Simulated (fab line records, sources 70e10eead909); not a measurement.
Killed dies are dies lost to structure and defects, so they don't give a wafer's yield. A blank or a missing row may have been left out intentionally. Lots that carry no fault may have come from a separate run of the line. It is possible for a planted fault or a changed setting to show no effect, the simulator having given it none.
Chamber matching ; flow nandHarc ; NHARC_A_STAIRCASE_ETCHBACK_422 on rieDiel-05 has 4 sister chambers
The step etches the open film in CH3F/O2, target depth 40 nm, time 74.286 s. 18 wafers are shown with their chamber, then 9 later ones without.

== EACH WAFER AND ITS CHAMBER ==
wafer;chamber;drypumpMotorCurrentA (A);showerheadPlenumPTorr (Torr);rfVppV (V)
L076.1;0;6.4;2.61;247.8
L076.4;1;5.5;2.44;243.7
L076.5;1;5.5;2.44;243.6
L075.1;2;6.2;2.37;244.3
L075.2;0;6.4;2.61;246.8
L075.3;1;5.5;2.44;245.0
L079.2;2;6.1;2.37;243.2
L079.4;3;6.1;2.44;243.8
L079.5;3;6.1;2.44;243.9
L082.2;1;5.5;2.43;243.0
L082.3;0;6.4;2.59;244.9
L082.4;3;6.1;2.44;243.5
L084.3;0;6.4;2.59;245.3
L084.4;3;6.1;2.44;244.3
L084.5;2;6.2;2.36;243.1
L086.1;1;5.5;2.43;243.8
L086.4;0;6.4;2.59;245.9
L086.5;3;6.1;2.43;242.5

SIGNATURES (means of the wafers above)
reading;chamber 0;chamber 1;chamber 2;chamber 3;scatter within a chamber
drypumpMotorCurrentA;6.400;5.500;6.167;6.100;0.0218
showerheadPlenumPTorr;2.5980;2.4360;2.3667;2.4380;0.0073
rfVppV;246.140;243.820;243.533;243.600;0.86
Rule: for a wafer and a chamber, the distance is found by dividing, reading by reading, the gap between the wafer's reading and the chamber's mean by the reading's scatter, squaring, summing and taking the root. If the next closest chamber is less than 2 further off than the closest, the wafer can't be placed; otherwise it belongs to the closest. The scatter is the square root of a quotient: the sum, over the shown wafers, of each reading's squared deviation from its chamber's mean, divided by wafers minus chambers.

== WAFERS WITHOUT THEIR CHAMBER ==
wafer;drypumpMotorCurrentA (A);showerheadPlenumPTorr (Torr);rfVppV (V)
L088.1;6.2;2.36;242.1
L088.2;5.5;2.42;245.0
L088.4;6.4;2.59;246.1
L091.1;6.1;2.43;243.5
L091.4;6.4;2.58;245.5
L091.6;6.4;2.58;245.9
L095.1;6.2;2.35;242.6
L095.2;5.5;2.41;242.8
L095.4;6.4;2.58;245.9

== CHAMBER TAKEN BY EACH ==
wafer;from the rows above;in truth
L088.1;2;2
L088.2;1;1
L088.4;0;0
L091.1;3;3
L091.4;0;0
L091.6;0;0
L095.1;2;2
L095.2;1;1
L095.4;0;0
Correctly placed: 9 of 9. Can't be placed from these rows: 0. Placed wrongly: 0.
